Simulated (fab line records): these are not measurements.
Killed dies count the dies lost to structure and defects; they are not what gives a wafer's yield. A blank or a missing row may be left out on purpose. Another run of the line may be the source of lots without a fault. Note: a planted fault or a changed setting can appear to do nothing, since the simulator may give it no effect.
fab line records	flow n5Finfet
[record] lots = 10	wafers = 29	lastDay = 17
route steps=1938 shown FIN_SAQP@118 PASSIVATION@1936
lots that met no fault: taken from a fault-free run of the same line
startH: start of the lot's first displayed wafer, in hours after the record's first day	waitH: time in hours since the lot's previous step	" identical to the entry in the row above	L1.1+2: a row that stands for several wafers	- either no value or no given start	* or withheld: withheld	< > ~ a bound
route shown NAME@n: NAME is a module with steps in the file, n the number in the route of the first one	usual: mean and standard deviation over wafers with no fault	same: alike in all rows	chamber/n: place in a boat	sites: each site's reading	_std_site: standard deviation across them	_edge_site: mean of outer sites minus mean of inner sites	radiusMm: how far each site lies from the wafer's centre	mask NAME#n: copy n	behind: the most recent tool/chamber to have shaped the wafer	hold: what put the lot on hold/how long, in hours/how the hold closed	device: whichever transistor did not switch (one of n, p or np)	end of line: the route-end tests of the same wafers	step lacking rows: just its recipe	killed: not the wafer's yield, but the dies lost to structure and defects at the first sort	map: shows each die of a wafer: x if killed, . if not, _ if none is there
set.NAME: the setting as run; set.NAME@STEP: as run at that earlier step	model.NAME: the simulator's own value behind a step, which no gauge read
the route's steps for a sample of lots (tables are steps, rows are wafers)
services: when a tool's chamber went out of use (startH, in hours from the record's first day, below 0 if earlier), for how many hours, and the reason
[[steps]]
[step N5_FIN_SAQP_HM_OPEN_73]
[recipe] chemistry = CHF3/O2	target = SiO2	stopOn = a-Si	targetDepthA = 120	overEtchFrac = 1.8	maskMaterial = SOC	timeS = 16.8	pressureMtorr = 30	sourceW = 650	biasW = 170	Ar_flow_sccm = 200	CHF3_flow_sccm = 50	O2_flow_sccm = 5	ionEnergyEv = 200	ends = endPoint
[usual] drypumpMotorCurrentA = 5.6/0.44	oes_f_703_au = 0.77/0.071	oes_o_777_au = 0.77/0.071	oesProductAu = 0.46/0.04	rfVppV = 519/9.4	showerheadPlenumPTorr = 2.38/0.081	throttleValvePct = 18.81/0.21
lot.wafer	tool	chamber	startH	waitH	drypumpMotorCurrentA	oes_f_703_au	oes_o_777_au	oesProductAu	rfHoursCounterH	rfVppV	showerheadPlenumPTorr	throttleValvePct
L857.1	rieDiel-03	3	22.25	0.0	5.0	0.82	0.82	0.47	127	501	2.43	18.69
L857.2	"	0	"	"	4.7	0.75	0.74	0.45	162	535	2.50	19.15
L857.3	"	2	"	"	5.9	0.76	0.77	0.45	154	514	2.52	18.68
L859.1	rieDiel-03	0	34.07	0.0	4.7	0.75	0.74	0.44	166	536	2.50	19.15
L859.2	"	1	"	"	6.4	0.95	0.97	0.56	6	528	2.57	18.89
L859.6	"	1	"	"	6.4	0.95	0.97	0.57	-	528	2.57	18.87
L863.2	rieDiel-01	1	60.97	0.0	5.6	0.80	0.79	0.46	131	517	2.33	18.89
L863.3	"	3	"	"	5.6	0.71	0.71	0.43	218	513	2.40	18.85
L863.4	"	0	"	"	5.4	0.68	0.69	0.42	240	516	2.39	19.24
L865.2	rieDiel-01	3	70.84	0.0	5.6	0.71	0.71	0.43	223	514	2.40	18.84
L865.4	"	1	"	"	5.6	0.78	0.78	0.47	136	518	2.33	18.91
L865.6	"	1	"	"	5.6	0.78	0.78	0.47	-	518	2.33	18.91
L866.2	rieDiel-05	1	78.39	0.0	5.5	0.74	0.73	0.45	128	529	2.43	19.04
L866.3	"	2	"	"	5.1	0.69	0.70	0.42	183	529	2.31	18.61
L866.4	"	0	"	"	5.7	0.83	0.82	0.47	126	506	2.23	18.41
L869.3	rieDiel-01	3	94.27	0.0	5.6	0.70	0.70	0.42	232	514	2.40	18.84
L869.4	"	2	"	"	6.4	0.82	0.81	0.50	-	530	2.34	18.71
L869.5	"	3	"	"	5.6	0.70	0.70	0.43	-	515	2.40	18.85
L871.1	rieDiel-03	2	112.31	0.0	5.9	0.74	0.73	0.44	189	512	2.51	18.74
L871.2	"	0	"	"	4.7	0.72	0.72	0.44	196	536	2.49	19.21
L871.6	"	0	"	"	4.7	0.72	0.72	0.44	-	536	2.49	19.21
L874.4	rieDiel-05	3	124.10	0.0	5.8	0.73	0.73	0.44	177	516	2.40	18.79
L874.5	"	3	"	"	5.8	0.73	0.73	0.44	-	516	2.40	18.77
L878.1	rieDiel-05	2	147.79	0.0	5.1	0.67	0.68	0.41	208	530	2.30	18.63
L878.4	"	3	"	"	5.8	0.72	0.72	0.44	186	516	2.40	18.81
L878.5	"	3	"	"	5.8	0.71	0.71	0.44	-	515	2.40	18.80
L879.3	rieDiel-05	2	153.71	0.0	5.1	0.67	0.68	0.42	209	529	2.30	18.65
L879.5	"	1	"	"	5.4	0.72	0.71	0.45	-	529	2.42	19.07
L879.6	"	2	"	"	5.1	0.67	0.68	0.42	-	528	2.30	18.64
[step N5_FIN_SAQP_STRIP_55]
[recipe] chemistry = N2/H2	powerW = 500	tempC = 40	pressureMtorr = 50	rfFrequencyHz = 6e+07	overashFraction = 0.3	biasPowerW = 28	h2Frac = 0.5	n2FlowSccm = 300	h2FlowSccm = 300
[usual] drypumpMotorCurrentA = 5.6/0.55	oesProductAu = 0.77/0.071	rfVppV = 121.7/1.5	showerheadPlenumPTorr = 3.37/0.13	throttleValvePct = 18.9/0.46
lot.wafer	tool	chamber	startH	waitH	drypumpMotorCurrentA	oesProductAu	rfHoursCounterH	rfVppV	showerheadPlenumPTorr	throttleValvePct
L857.1	rieDiel-01	2	22.60	0.2	6.4	0.87	54	123.2	3.28	18.7
L857.2	"	3	"	"	5.6	0.72	204	120.9	3.32	18.3
L857.3	"	0	"	"	5.4	0.70	225	120.9	3.31	19.2
L859.1	rieDiel-01	1	34.26	0.1	5.6	0.81	119	120.7	3.25	18.8
L859.2	"	0	"	"	5.4	0.70	228	124.1	3.31	19.2
L859.6	"	0	"	"	5.4	0.70	-	121.7	3.31	19.2
L863.2	rieDiel-03	2	61.19	0.1	5.9	0.73	169	122.7	3.49	18.8
L863.3	"	3	"	"	5.1	0.77	142	123.6	3.38	18.7
L863.4	"	1	"	"	6.4	0.93	18	122.0	3.58	19.7
L865.2	rieDiel-01	2	71.07	0.1	6.4	0.82	74	121.7	3.27	18.7
L865.4	"	3	"	"	5.6	0.70	223	121.8	3.31	18.4
L865.6	"	3	"	"	5.6	0.70	-	119.6	3.31	18.4
L866.2	rieDiel-05	1	78.57	0.1	5.5	0.77	128	121.2	3.41	19.6
L866.3	"	0	"	"	5.7	0.78	126	119.2	3.09	17.9
L866.4	"	0	"	"	5.6	0.79	-	120.2	3.09	17.9
L869.3	rieDiel-03	1	94.48	0.1	6.5	0.88	31	122.3	3.57	19.7
L869.4	"	2	"	"	5.9	0.71	183	120.3	3.49	18.8
L869.5	"	0	"	"	4.7	0.72	-	119.5	3.48	19.1
L871.1	rieDiel-03	1	112.49	0.1	6.4	0.88	38	121.8	3.57	19.7
L871.2	"	3	"	"	5.1	0.75	161	120.4	3.37	18.8
L871.6	"	0	"	"	4.7	0.72	-	121.9	3.48	19.1
L874.4	rieDiel-01	0	124.35	0.1	5.4	0.97	-	123.6	3.30	18.8
L874.5	"	2	"	"	6.4	0.80	-	122.8	3.26	18.7
L878.1	rieDiel-03	2	147.98	0.1	5.9	0.70	202	121.9	3.48	18.9
L878.4	"	0	"	"	4.7	0.71	208	121.4	3.47	19.0
L878.5	"	3	"	"	5.1	0.75	-	119.8	3.37	18.8
L879.3	rieDiel-05	1	153.90	0.1	5.4	0.73	154	119.5	3.39	19.6
L879.5	"	2	"	"	5.1	0.68	-	122.7	3.20	19.2
L879.6	"	3	"	"	5.8	0.72	-	121.1	3.33	18.6
[step N5_FIN_SAQP_SPACER1_ALD_24]
[recipe] material = SiO2	targetThkA = 203	tempC = 300	aldPrecursorFamily = BDEAS	aldCoReactant = O2-plasma	pulseTimeS = 1	purgeTimeS = 2	coReactantPurgeTimeS = 2	aldCycles = 218	pressureTorr = 2
[usual] heaterPowerW = 461/57	precursorPulseHeightRel = 1.002/0.021
lot.wafer	tool	chamber	startH	waitH	heaterPowerW	precursorPulseHeightRel
L857.1	aldSin-01	3	23.31	0.3	431	1.000
L857.2	"	1	"	"	512	1.024
L857.3	"	0	"	"	468	1.010
L859.1	aldSin-01	0	34.96	0.3	461	1.010
L859.2	"	1	"	"	501	0.991
L859.6	"	0	"	"	463	1.034
L863.2	aldSin-01	1	61.93	0.3	507	0.988
L863.3	"	0	"	"	462	1.005
L863.4	"	2	"	"	518	0.973
L865.2	aldSin-01	1	71.81	0.3	510	0.952
L865.4	"	3	"	"	424	1.014
L865.6	"	3	"	"	423	1.002
L866.2	aldSin-03	0	79.28	0.3	444	0.966
L866.3	"	3	"	"	461	0.990
L866.4	"	1	"	"	442	1.013
L869.3	aldSin-03	3	95.20	0.1	486	1.014
L869.4	"	2	"	"	371	0.993
L869.5	"	1	"	"	450	0.990
L871.1	aldSin-01	3	113.20	0.3	424	1.030
L871.2	"	2	"	"	506	1.028
L871.6	"	3	"	"	426	0.996
L874.4	aldSin-03	3	125.08	0.2	477	1.017
L874.5	"	1	"	"	449	0.970
L878.1	aldSin-02	3	148.69	0.3	415	1.040
L878.4	"	0	"	"	495	1.033
L878.5	"	3	"	"	418	1.015
L879.3	aldSin-02	0	154.61	0.1	481	0.999
L879.5	"	2	"	"	585	1.003
L879.6	"	3	"	"	407	0.988
[step N5_FIN_SAQP_ETCH_57]
[recipe] chemistry = CH3F/O2	target = SiNx	maskMaterial = SiO2	targetDepthA = 325	timeS = 46.4	pressureMtorr = 30	sourceW = 395	biasW = 73	Ar_flow_sccm = 150	CH3F_flow_sccm = 30	O2_flow_sccm = 20	ionEnergyEv = 120	ends = cleared
[usual] drypumpMotorCurrentA = 5.6/0.51	etchRfOnTimeS = 46.5/1.1	oes_f_703_au = 0.77/0.068	oes_o_777_au = 0.77/0.073	oesProductAu = 0.65/0.057	rfVppV = 295/5.9	showerheadPlenumPTorr = 2.00/0.085	throttleValvePct = 16.35/0.22
lot.wafer	tool	chamber	startH	waitH	drypumpMotorCurrentA	etchRfOnTimeS	oes_f_703_au	oes_o_777_au	oesProductAu	rfHoursCounterH	rfVppV	showerheadPlenumPTorr	throttleValvePct
L857.1	rieDiel-01	3	24.27	0.0	5.6	45.5	0.73	0.74	0.61	204	291	1.99	16.33
L857.2	"	0	"	"	5.4	46.2	0.68	0.68	0.59	225	294	1.99	16.78
L857.3	"	1	"	"	5.6	45.0	0.81	0.80	0.69	116	293	1.94	16.38
L859.1	rieDiel-01	3	35.94	0.0	5.6	44.6	0.73	0.74	0.61	207	291	1.99	16.33
L859.2	"	2	"	"	6.4	44.1	0.86	0.86	0.74	57	300	1.95	16.16
L859.6	"	0	"	"	5.4	47.7	0.68	0.68	0.59	-	295	1.99	16.79
L863.2	rieDiel-03	3	63.13	0.3	5.0	46.9	0.80	0.81	0.65	143	284	2.01	16.24
L863.3	"	2	"	"	5.9	47.6	0.75	0.76	0.62	170	290	2.09	16.22
L863.4	"	0	"	"	4.7	47.0	0.73	0.73	0.63	178	304	2.07	16.69
L865.2	rieDiel-03	0	73.09	0.4	4.7	46.3	0.73	0.73	0.62	183	305	2.07	16.68
L865.4	"	2	"	"	5.9	48.6	0.76	0.77	0.61	175	291	2.09	16.22
L865.6	"	2	"	"	5.9	48.2	0.76	0.76	0.62	-	291	2.09	16.24
L866.2	rieDiel-05	1	80.24	0.0	5.4	45.5	0.74	0.73	0.64	128	299	2.01	16.50
L866.3	"	2	"	"	5.1	47.7	0.67	0.68	0.59	184	299	1.92	16.14
L866.4	"	2	"	"	5.1	46.9	0.68	0.68	0.60	-	300	1.92	16.14
L869.3	rieDiel-03	0	96.17	0.0	4.7	46.2	0.73	0.72	0.62	191	304	2.07	16.71
L869.4	"	3	"	"	5.0	45.9	0.79	0.80	0.65	155	286	2.01	16.26
L869.5	"	1	"	"	6.4	45.3	0.88	0.89	0.76	-	301	2.13	16.40
L871.1	rieDiel-05	2	114.17	0.0	5.1	46.5	0.67	0.66	0.59	197	301	1.91	16.17
L871.2	"	0	"	"	5.6	46.6	0.81	0.83	0.66	139	289	1.84	15.95
L871.6	"	2	"	"	5.1	48.4	0.66	0.67	0.59	-	301	1.91	16.18
L874.4	rieDiel-05	3	126.15	0.0	5.8	48.5	0.73	0.73	0.62	178	294	1.99	16.30
L874.5	"	1	"	"	5.5	83.7	0.73	0.73	0.49	-	299	2.01	16.54
L878.1	rieDiel-05	0	149.72	0.1	5.7	47.2	0.80	0.81	0.64	152	287	1.84	16.01
L878.4	"	3	"	"	5.8	48.4	0.72	0.73	0.61	187	292	1.99	16.31
L878.5	"	2	"	"	5.1	83.7	0.66	0.66	0.44	-	300	1.91	16.20
L879.3	rieDiel-05	1	155.58	0.0	5.4	45.8	0.73	0.72	0.62	154	299	2.00	16.56
L879.5	"	0	"	"	5.7	83.3	0.81	0.80	0.49	-	286	1.84	16.00
L879.6	"	1	"	"	5.4	45.7	0.73	0.72	0.63	-	300	2.00	16.56
[step N5_PASSIVATION_PROBE_49]
[usual] killed_at_M0_to_M3 = 34/8.9	killed_at_M4_up = 13/5	killedAtContacts = 12/7	killedAtFrontEnd = 38/11	killedAtOther = 3.2/2.9	killedDies = 99/16	killedOnRim = 13/4	killedOpen = 65/13	killedShort = 32/7.6
[same] grossDies = 1180	killedAtBackSide = 0
lot.wafer	tool	chamber	startH	waitH	killed_at_M0_to_M3	killed_at_M4_up	killedAtContacts	killedAtFrontEnd	killedAtOther	killedDies	killedOnRim	killedOpen	killedShort
L857.1	prober-02	-	251.95	0.0	47	25	9	33	0	114	18	80	33
L857.2	prober-02	-	252.00	0.1	46	8	6	37	3	100	13	54	35
L857.3	prober-02	-	252.05	0.1	40	14	8	38	2	102	10	67	30
L859.1	prober-01	-	263.46	0.0	28	25	18	29	1	101	9	74	26
L859.2	prober-01	-	263.51	0.1	30	17	12	40	4	103	19	69	34
L859.6	prober-01	-	263.71	0.3	27	11	13	43	0	94	11	67	26
L863.2	prober-01	-	285.72	0.7	49	28	6	30	13	126	14	92	34
L863.3	prober-01	-	285.77	0.8	38	13	7	38	5	101	18	62	38
L863.4	prober-01	-	285.82	0.8	42	17	6	28	5	98	14	60	37
L865.2	prober-01	-	315.28	0.1	26	13	12	55	5	111	20	76	35
L865.4	prober-01	-	315.38	0.2	35	11	23	53	4	126	14	90	36
L865.6	prober-01	-	315.48	0.3	24	18	9	50	7	108	11	76	32
L866.2	prober-02	-	317.05	0.1	25	5	8	39	8	85	10	49	35
L866.3	prober-02	-	317.10	0.1	24	13	14	36	6	93	13	57	36
L866.4	prober-02	-	317.15	0.2	32	16	7	44	6	105	16	71	34
L869.3	prober-01	-	336.30	0.1	31	9	4	39	6	89	16	57	23
L869.4	prober-01	-	336.35	0.2	30	8	5	28	4	75	15	41	25
L869.5	prober-01	-	336.40	0.2	36	11	15	32	10	104	11	63	41
L871.1	prober-02	-	349.74	0.0	36	9	7	20	4	76	11	47	29
L871.2	prober-02	-	349.79	0.1	21	5	3	46	0	75	8	51	24
L871.6	prober-02	-	349.99	0.3	52	11	6	36	2	107	12	72	34
L874.4	prober-01	-	364.54	0.2	19	9	5	26	0	59	7	40	19
L874.5	prober-01	-	364.59	0.2	43	11	6	29	0	89	14	61	23
L878.1	prober-01	-	381.36	0.0	41	13	8	29	0	91	11	63	28
L878.4	prober-01	-	381.51	0.2	23	17	5	42	1	88	6	61	26
L878.5	prober-01	-	381.56	0.2	31	25	15	34	1	106	12	60	43
L879.3	prober-02	-	397.88	0.1	35	15	8	29	1	88	13	57	29
L879.5	prober-02	-	397.98	0.2	25	3	11	53	0	92	9	51	41
L879.6	prober-02	-	398.03	0.3	30	11	5	27	2	75	7	43	29
// killed by level:class
L857.1 BEOL_M4:geometricParticle:open=16 BEOL_M0_SAQP:geometricParticle:short=10 BEOL_M3:geometricParticle:open=10 MOL_CONTACT_COAG:geometricParticle:open=8 BEOL_M0_SAQP:geometricParticle:open=8 GATE_CUT:geometricParticle:short=7 BEOL_M2:geometricParticle:open=7 BEOL_M1:geometricParticle:open=7
L857.2 BEOL_M1:geometricParticle:open=11 BEOL_M2:geometricParticle:open=10 GATE_CUT:geometricParticle:short=7 HKMG_FIN:areaEtch=7 MOL_CONTACT_COAG:geometricParticle:open=6 BEOL_M1:geometricParticle:short=6 FIN_SAQP:geometricParticle:short=5 FIN_SAQP:geometricParticle:open=4
L857.3 BEOL_M0_SAQP:geometricParticle:open=13 BEOL_M0_SAQP:geometricParticle:short=10 STI_FIN_REVEAL:geometricParticle:open=9 BEOL_M2:geometricParticle:open=8 BEOL_M4:geometricParticle:open=7 FIN_SAQP:geometricParticle:short=5 GATE_CUT:geometricParticle:short=5 MOL_CONTACT_COAG:geometricParticle:open=4
L859.1 MOL_CONTACT_COAG:geometricParticle:open=13 BEOL_M4:geometricParticle:open=12 BEOL_M0_SAQP:geometricParticle:open=11 FIN_SAQP:geometricParticle:open=8 BEOL_M0_SAQP:geometricParticle:short=8 BEOL_M5:geometricParticle:open=7 DUMMY_GATE:geometricParticle:open=5 MOL_CONTACT_COAG:geometricParticle:short=5
L859.2 STI_FIN_REVEAL:geometricParticle:open=10 FIN_SAQP:geometricParticle:open=9 MOL_CONTACT_COAG:geometricParticle:open=9 BEOL_M0_SAQP:geometricParticle:short=7 BEOL_M0_SAQP:geometricParticle:open=7 BEOL_M1:geometricParticle:open=6 BEOL_M2:geometricParticle:open=5 BEOL_M4:geometricParticle:open=5
L859.6 STI_FIN_REVEAL:geometricParticle:open=12 MOL_CONTACT_COAG:geometricParticle:open=11 DUMMY_GATE:geometricParticle:open=6 BEOL_M1:geometricParticle:open=6 BEOL_M4:geometricParticle:open=6 BEOL_M0_SAQP:geometricParticle:open=5 STI_FIN_REVEAL:geometricParticle:short=4 BEOL_M1:geometricParticle:short=4
L863.2 BEOL_M2:geometricParticle:open=22 BEOL_M4:geometricParticle:open=12 BEOL_M0_SAQP:geometricParticle:open=8 FIN_SAQP:geometricParticle:open=7 BEOL_M0_SAQP:geometricParticle:short=7 BEOL_M3:geometricParticle:open=7 MIM_TOP:geometricParticle:open=6 STARTING-WAFER:geometricParticle:short=6
L863.3 FIN_SAQP:geometricParticle:short=13 BEOL_M2:geometricParticle:open=13 BEOL_M0_SAQP:geometricParticle:short=10 FIN_SAQP:geometricParticle:open=7 MOL_CONTACT_COAG:geometricParticle:open=7 BEOL_M4:geometricParticle:open=6 BEOL_M3:geometricParticle:open=5 STI_FIN_REVEAL:geometricParticle:open=4
L863.4 BEOL_M2:geometricParticle:open=12 BEOL_M0_SAQP:geometricParticle:open=10 BEOL_M0_SAQP:geometricParticle:short=10 BEOL_M4:geometricParticle:open=7 BEOL_M2:geometricParticle:short=7 FIN_SAQP:geometricParticle:open=6 MOL_CONTACT_COAG:geometricParticle:open=6 STARTING-WAFER:geometricParticle:short=5
L865.2 STI_FIN_REVEAL:geometricParticle:open=20 FIN_SAQP:geometricParticle:open=12 MOL_CONTACT_COAG:geometricParticle:open=12 FIN_SAQP:geometricParticle:short=8 BEOL_M0_SAQP:geometricParticle:short=7 BEOL_M0_SAQP:geometricParticle:open=6 BEOL_M2:geometricParticle:open=5 BEOL_M2:geometricParticle:short=3
L865.4 MOL_CONTACT_COAG:geometricParticle:open=19 FIN_SAQP:geometricParticle:short=14 BEOL_M2:geometricParticle:open=14 STI_FIN_REVEAL:geometricParticle:open=11 FIN_SAQP:geometricParticle:open=8 BEOL_M0_SAQP:geometricParticle:open=6 BEOL_M0_SAQP:geometricParticle:short=5 STARTING-WAFER:geometricParticle:open=5
L865.6 STI_FIN_REVEAL:geometricParticle:open=12 BEOL_M0_SAQP:geometricParticle:short=10 MOL_CONTACT_COAG:geometricParticle:open=9 FIN_SAQP:geometricParticle:short=7 FIN_SAQP:geometricParticle:open=6 GATE_CUT:geometricParticle:short=6 BEOL_M2:geometricParticle:open=6 BEOL_M4:geometricParticle:open=5
L866.2 FIN_SAQP:geometricParticle:open=10 BEOL_M0_SAQP:geometricParticle:short=10 FIN_SAQP:geometricParticle:short=9 BEOL_M2:geometricParticle:open=8 STARTING-WAFER:geometricParticle:open=7 STI_FIN_REVEAL:geometricParticle:short=4 MOL_CONTACT_COAG:geometricParticle:short=4 MOL_CONTACT_COAG:geometricParticle:open=4
L866.3 MOL_CONTACT_COAG:geometricParticle:open=11 FIN_SAQP:geometricParticle:open=9 FIN_SAQP:geometricParticle:short=7 BEOL_M0_SAQP:geometricParticle:open=6 BEOL_M3:geometricParticle:open=6 BEOL_M0_SAQP:geometricParticle:short=5 STARTING-WAFER:geometricParticle:short=4 STI_FIN_REVEAL:geometricParticle:open=4
L866.4 STI_FIN_REVEAL:geometricParticle:open=13 FIN_SAQP:geometricParticle:open=10 BEOL_M2:geometricParticle:open=8 BEOL_M0_SAQP:geometricParticle:short=7 BEOL_M0_SAQP:geometricParticle:open=6 FIN_SAQP:geometricParticle:short=5 MOL_CONTACT_COAG:geometricParticle:open=5 BEOL_M1:geometricParticle:open=5
L869.3 BEOL_M1:geometricParticle:open=9 HKMG_FIN:areaEtch=8 BEOL_M0_SAQP:geometricParticle:open=7 STI_FIN_REVEAL:geometricParticle:open=6 FIN_SAQP:geometricParticle:open=5 BEOL_M0:geometricParticle:open=5 BEOL_M2:geometricParticle:open=5 FIN_SAQP:geometricParticle:short=4
L869.4 BEOL_M2:geometricParticle:open=9 HKMG_FIN:areaEtch=8 BEOL_M0_SAQP:geometricParticle:short=7 FIN_SAQP:geometricParticle:short=6 BEOL_M0_SAQP:geometricParticle:open=5 MOL_CONTACT_COAG:geometricParticle:open=5 STI_FIN_REVEAL:geometricParticle:open=3 DUMMY_GATE:geometricParticle:open=3
L869.5 MOL_CONTACT_COAG:geometricParticle:open=12 BEOL_M0_SAQP:geometricParticle:short=11 FIN_SAQP:geometricParticle:short=9 FIN_SAQP:geometricParticle:open=9 BEOL_M0_SAQP:geometricParticle:open=8 BEOL_M3:geometricParticle:open=6 BEOL_M2:geometricParticle:open=5 BEOL_M8:geometricParticle:open=4
L871.1 BEOL_M0_SAQP:geometricParticle:short=14 BEOL_M0_SAQP:geometricParticle:open=13 MOL_CONTACT_COAG:geometricParticle:open=6 BEOL_M1:geometricParticle:open=5 DUMMY_GATE:geometricParticle:open=4 STI_FIN_REVEAL:geometricParticle:open=3 BEOL_M4:geometricParticle:open=3 FIN_SAQP:geometricParticle:open=2
L871.2 STI_FIN_REVEAL:geometricParticle:open=19 FIN_SAQP:geometricParticle:open=7 BEOL_M1:geometricParticle:open=7 BEOL_M0_SAQP:geometricParticle:short=6 FIN_SAQP:geometricParticle:short=5 GATE_CUT:geometricParticle:short=3 BEOL_M0_SAQP:geometricParticle:open=3 STARTING-WAFER:geometricParticle:open=3
L871.6 BEOL_M0_SAQP:geometricParticle:open=16 BEOL_M0_SAQP:geometricParticle:short=11 BEOL_M3:geometricParticle:open=8 STI_FIN_REVEAL:geometricParticle:open=7 DUMMY_GATE:geometricParticle:open=6 MOL_CONTACT_COAG:geometricParticle:open=5 GATE_CUT:geometricParticle:open=4 BEOL_M2:geometricParticle:open=4
L874.4 STARTING-WAFER:geometricParticle:short=7 FIN_SAQP:geometricParticle:open=5 MOL_CONTACT_COAG:geometricParticle:open=4 BEOL_M0_SAQP:geometricParticle:short=4 BEOL_M2:geometricParticle:open=4 STARTING-WAFER:geometricParticle:open=4 GATE_CUT:geometricParticle:open=3 BEOL_M3:geometricParticle:open=3
L874.5 BEOL_M2:geometricParticle:open=11 BEOL_M3:geometricParticle:open=10 BEOL_M0:geometricParticle:open=6 MOL_CONTACT_COAG:geometricParticle:open=5 HKMG_FIN:areaEtch=5 FIN_SAQP:geometricParticle:open=4 GATE_CUT:geometricParticle:open=4 BEOL_M0_SAQP:geometricParticle:short=4
L878.1 BEOL_M0_SAQP:geometricParticle:short=13 BEOL_M2:geometricParticle:open=11 MOL_CONTACT_COAG:geometricParticle:open=7 FIN_SAQP:geometricParticle:open=6 BEOL_M1:geometricParticle:open=5 FIN_SAQP:geometricParticle:short=4 GATE_CUT:geometricParticle:open=4 GATE_CUT:geometricParticle:short=4
L878.4 FIN_SAQP:geometricParticle:open=15 BEOL_M4:geometricParticle:open=8 STI_FIN_REVEAL:geometricParticle:open=6 FIN_SAQP:geometricParticle:short=5 GATE_CUT:geometricParticle:short=5 MOL_CONTACT_COAG:geometricParticle:open=4 BEOL_M2:geometricParticle:open=4 BEOL_M3:geometricParticle:short=4
L878.5 MOL_CONTACT_COAG:geometricParticle:open=13 BEOL_M5:geometricParticle:open=10 FIN_SAQP:geometricParticle:short=9 FIN_SAQP:geometricParticle:open=8 BEOL_M0_SAQP:geometricParticle:short=7 BEOL_M0_SAQP:geometricParticle:open=6 BEOL_M2:geometricParticle:open=5 BEOL_M1:geometricParticle:open=4
L879.3 BEOL_M0_SAQP:geometricParticle:short=10 BEOL_M0_SAQP:geometricParticle:open=10 FIN_SAQP:geometricParticle:open=8 FIN_SAQP:geometricParticle:short=6 STI_FIN_REVEAL:geometricParticle:open=6 BEOL_M5:geometricParticle:open=6 BEOL_M3:geometricParticle:open=5 MOL_CONTACT_COAG:geometricParticle:open=4
L879.5 STI_FIN_REVEAL:geometricParticle:open=11 FIN_SAQP:geometricParticle:open=9 FIN_SAQP:geometricParticle:short=8 MOL_CONTACT_COAG:geometricParticle:open=8 BEOL_M0_SAQP:geometricParticle:open=8 BEOL_M0_SAQP:geometricParticle:short=8 GATE_CUT:geometricParticle:short=7 BEOL_M1:geometricParticle:open=6
L879.6 BEOL_M0_SAQP:geometricParticle:short=8 BEOL_M3:geometricParticle:open=8 GATE_CUT:geometricParticle:short=5 BEOL_M2:geometricParticle:open=5 FIN_SAQP:geometricParticle:open=4 DUMMY_GATE:geometricParticle:open=4 MOL_CONTACT_COAG:geometricParticle:open=4 FIN_SAQP:geometricParticle:short=3
[[services]]
tool	chamber	startH	hours	kind
rieDiel-01	0	7.24	12.6	repair
aldSin-03	-	28.08	6.1	pm
aldSin-01	1	36.96	7.8	repair
aldSin-01	-	37.34	6.0	pm
aldSin-02	0	39.58	3.3	repair
rieDiel-05	-	42.70	28.1	pm
rieDiel-01	-	45.13	0.4	repair
aldSin-02	-	46.40	2.8	pm
rieDiel-05	3	78.46	7.1	repair
aldSin-02	-	85.25	14.0	pm
aldSin-02	0	85.25	14.0	ventCycle
aldSin-02	1	85.25	14.0	ventCycle
aldSin-02	2	85.25	14.0	ventCycle
rieDiel-01	0	86.00	-	clean
rieDiel-01	0	86.00	-	consumableReplace:focusRing
rieDiel-01	0	86.00	21.0	scheduledDown
rieDiel-01	0	86.00	21.0	ventCycle
rieDiel-01	1	114.94	11.2	repair
aldSin-03	-	131.72	2.4	repair
rieDiel-01	3	136.96	-	clean
rieDiel-01	3	136.96	-	consumableReplace:focusRing
rieDiel-01	3	136.96	17.5	scheduledDown
rieDiel-01	3	136.96	17.5	ventCycle
aldSin-01	0	144.23	5.2	repair
[[key]]
[firstSign] step = N5_FIN_SAQP_ETCH_57	reading = etchRfOnTimeS	direction = up	sigmas = 34	usual = *	struck = *
[effect] step = N5_FIN_SAQP_ETCH_57	reading = oesProductAu	direction = down	sigmas = 3.1	usual = 0.65	struck = 0.47
metAt N5_FIN_SAQP_ETCH_57
struckLots L874,L878,L879
struckWafers L874.5,L878.5,L879.5
testerLeftOut L874,L878,L879
notActingAt N5_FIN_SAQP_HM_OPEN_73,N5_FIN_SAQP_STRIP_55,N5_FIN_SAQP_SPACER1_ALD_24
onsetBetween 114.17 126.15
[fault] kind = processParameterDrift	tool = rieDiel-05	chamber = -	onsetH = 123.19	steps = N5_FIN_SAQP_ETCH_57	channel = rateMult	offset = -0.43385	shape = step	endH = 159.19	scope = struckWafersOnly
// testerLeftOut: of these lots the tester's yield and bins aren't shown, on N5 and GAA mostly nor the transistor test; their killed dies are dies lost to structure and defects alone, not to doping, threshold or leakage, so they don't give the yield
